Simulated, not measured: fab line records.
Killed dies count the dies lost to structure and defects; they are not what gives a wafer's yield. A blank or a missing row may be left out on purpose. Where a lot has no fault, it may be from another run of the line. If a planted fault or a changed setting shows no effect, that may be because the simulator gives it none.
Matching of chambers + flow n5-finfet + rie-diel-01 running N5_BEOL_M0_STRIP_104: 4 sister chambers
The step strips in N2/H2. 4 wafers are shown with their chamber, then 11 later ones without.

== EACH WAFER AND ITS CHAMBER ==
| wafer  | chamber | showerhead-plenum-p-Torr (Torr) |
|--------|---------|---------------------------------|
| L076.3 | 2       | 2.59                            |
| L080.1 | 1       | 2.66                            |
| L080.3 | 3       | 2.38                            |
| L080.4 | 0       | 2.54                            |

== WAFERS WHOSE CHAMBER IS MISSING ==
| wafer  | showerhead-plenum-p-Torr (Torr) |
|--------|---------------------------------|
| L080.5 | 2.39                            |
| L080.6 | 2.66                            |
| L084.1 | 2.58                            |
| L084.3 | 2.65                            |
| L084.4 | 2.53                            |
| L094.4 | 2.65                            |
| L094.5 | 2.57                            |
| L094.6 | 2.70                            |
| L095.1 | 2.64                            |
| L095.5 | 2.57                            |
| L095.6 | 2.64                            |

== WHICH CHAMBER EACH ONE RAN IN ==
| wafer  | from the rows above     | in truth                   |
|--------|-------------------------|----------------------------|
| L080.5 | 3                       | 3                          |
| L080.6 | 1                       | 1                          |
| L084.1 | can't be placed: 2 or 0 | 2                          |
| L084.3 | 1                       | 1                          |
| L084.4 | 0                       | 0                          |
| L094.4 | 1                       | 1                          |
| L094.5 | can't be placed: 2 or 0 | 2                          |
| L094.6 | 1                       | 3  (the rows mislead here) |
| L095.1 | can't be placed: 1 or 2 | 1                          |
| L095.5 | can't be placed: 2 or 0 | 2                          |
| L095.6 | can't be placed: 1 or 2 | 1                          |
Correctly placed: 5 of 11. These rows do not allow placing 5 (true chamber among the candidates in 5). 1 placed wrongly.
How it was worked out, from the rows above alone: a wafer's distance from a chamber is the root of the sum, over the readings, of the square of ((its reading less the chamber's mean) divided by the reading's scatter). The wafer belongs to the nearest chamber; if the next one is less than 2 further off, it can't be placed. For every chamber, the mean is computed from those of its wafers that are shown. The scatter: root of mean squared gap, hidden wafer to nearest shown wafer, with one shown wafer a chamber.
